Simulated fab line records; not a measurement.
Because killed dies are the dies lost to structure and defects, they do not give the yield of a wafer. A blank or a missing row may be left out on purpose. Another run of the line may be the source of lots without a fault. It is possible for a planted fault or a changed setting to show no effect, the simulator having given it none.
Struck lot and sound lot, side by side -- flow nand harc -- 25 steps out of a route of 1302
Sound: these wafers, L851.3, L851.5, L851.6. The struck wafers were L860.3, L860.5, L860.6. At the end, the cause is stated.
Order at every step that has rows: each side's tool, ch and its chambers, its first start. Under that, the readings that differ: sound wafers -- struck wafers -- difference of the means -- sigmas: that difference in standard deviations of wafers without a fault.
alike: words and numbers the same on both sides, and readings whose means are apart by under 2 such deviations; not compared: readings that were withheld, readings missing a value for some wafer, numbers with overlapping values and no deviation given by the record, and bounds like >300 which may hide the same value.
The two part at a step that has a row with sigmas, a row that says differs or no value, or rows on one side only. Numbers that don't overlap but have no deviation are shown without sigmas and don't part them. A reading missing from all wafers of one side parts the sides only when that side holds two or more wafers.

first, 5 steps without rows for these wafers: NHARC_P_GATE_STRIP_15 (strips in SPM, time 780 s); NHARC_P_GATE_PRECLEAN_71 (cleans in SC1); NHARC_P_GATE_SRD_72; NHARC_P_GATE_OXIDE_16 (material SiO2, target thk 3 nm, ox time 392 s); NHARC_P_GATE_CVD_17 (deposits poly-Si, target thk 150 nm, time 900 s).
NHARC_P_GATE_HM_DEP_102: deposits aC, target thk 120 nm.
  sound on acl dep-01 ch 0, day 7 10:43; struck on acl dep-01 ch 0, day 11 02:59
  alike: throttle valve pct
NHARC_P_GATE_DEP_103: deposits SiON, target thk 30 nm.
  sound on pecvd-03 ch 0,2, day 7 11:10; struck on pecvd-04 ch 0,1,2, day 11 03:28
  alike: heater power w
then, 5 steps without rows for these wafers: NHARC_P_GATE_DEHYDRATE_18 (time 120 s); NHARC_P_GATE_HMDS_19 (time 30 s); NHARC_P_GATE_COAT_20 (resist thk 90 nm); NHARC_P_GATE_SOFTBAKE_21 (time 55 s); NHARC_P_GATE_EBR_22.
NHARC_P_GATE_EXPOSE_23: exposes mask P GATE, target cd 120 nm.
  sound on arfi scanner-03 ch 0, day 7 11:36; struck on arfi scanner-03 ch 0, day 11 04:08
reading,sound,struck,difference,sigmas
exposure dose mJ cm2,94.01 93.89 93.95,90.38 90.37 90.34,-3.59,-41
  alike: mask
then, 2 steps without rows for these wafers: NHARC_P_GATE_PEB_24 (peb time 65 s); NHARC_P_GATE_DEVELOP_25 (develop time 35 s).
NHARC_P_GATE_CD_MEAS_26: the cd target is 120 nm.
  sound on cd sem-01 ch 0, day 7 11:44; struck on cd sem-01 ch 0, day 11 04:16
reading,sound,struck,difference,sigmas
cd nm (nm),120.0 120.6 120.2,123.1 123.2 123.1,+2.9,+6
NHARC_P_GATE_OVL_MEAS_27:
  sound: overlay-01 at day 7 11:49; struck: overlay-01 at day 11 04:21
  alike: overlay x nm, overlay y nm
NHARC_P_GATE_INSPECT_28:
  sound: defect inspect-02 at day 7 11:52; struck: defect inspect-01 at day 11 04:23
  alike: raw defect count
NHARC_P_GATE_DESCUM_31: chemistry O2, time 3 s.
  sound on rie diel-10 ch 0,2, day 7 11:56; struck on rie diel-13 ch 0,1, day 11 04:29
reading,sound,struck,difference,sigmas
model.P_GATE.cd nm (nm),120.1 120.3 120.3,123.7 123.7 123.1,+3.3,
  alike: drypump motor current A, o2 flow sccm, oes product au, rf vpp V, showerhead plenum p Torr, throttle valve pct
  not compared: rf hours counter h
NHARC_P_GATE_ETCH_104: etches the open film in CF4/CHF3, target depth 60 nm.
  sound on rie diel-10 ch 0,1,2, day 7 12:01; struck on rie diel-13 ch 1,2, day 11 05:14
  alike: cf4 flow sccm, drypump motor current A, oes product au, rf vpp V, showerhead plenum p Torr, throttle valve pct
NHARC_P_GATE_HM_OPEN_105: chemistry O2/COS, target depth 360 nm.
  sound: rie diel-10 ch 0,1,2; struck: rie diel-13 ch 0,3
  alike: drypump motor current A, o2 flow sccm, oes product au, rf vpp V, showerhead plenum p Torr, throttle valve pct
  not compared: rf hours counter h
then, 1 step without rows for these wafers: NHARC_P_GATE_STRIP_106 (strips in O2/COS).
NHARC_P_GATE_ETCH_114: etches the open film in CF4/O2, target depth 30 nm, overetch 3 nm, time 16.5 s.
  sound: rie diel-10 ch 1,2; struck: rie diel-13 ch 0,3
reading,sound,struck,difference,sigmas
model.P_GATE.cd nm (nm),119.1 121.5 122,126.9 125.7 122.6,+4.2,
  alike: cf4 flow sccm, drypump motor current A, o2 flow sccm, oes product au, rf vpp V, showerhead plenum p Torr, throttle valve pct
  not compared: rf hours counter h
NHARC_P_GATE_ETCH_32: etches the open film in HBr/Cl2, target depth 150 nm, time 100.1 s.
  sound on rie si-01 ch 2,3, day 7 12:26; struck on rie si-01 ch 0,1, day 11 05:41
  alike: drypump motor current A, mfc cl2 sccm, oes product au, throttle valve pct
  not compared: rf hours counter h
following that, these wafers have no rows for 1 step: NHARC_END_SORT_01.

## WHERE THEY PART
Last at NHARC_P_GATE_CD_MEAS_26 as far as this record goes, first at NHARC_P_GATE_EXPOSE_23. Later steps at which nothing parts them and some readings are alike: NHARC_P_GATE_OVL_MEAS_27, NHARC_P_GATE_INSPECT_28, NHARC_P_GATE_DESCUM_31, NHARC_P_GATE_ETCH_104, NHARC_P_GATE_HM_OPEN_105, NHARC_P_GATE_ETCH_114, NHARC_P_GATE_ETCH_32.

WHY: what the simulator had put in
Process parameters drifting: arfi scanner-03 at NHARC_P_GATE_EXPOSE_23, beginning at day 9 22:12. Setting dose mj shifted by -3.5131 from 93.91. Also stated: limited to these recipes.
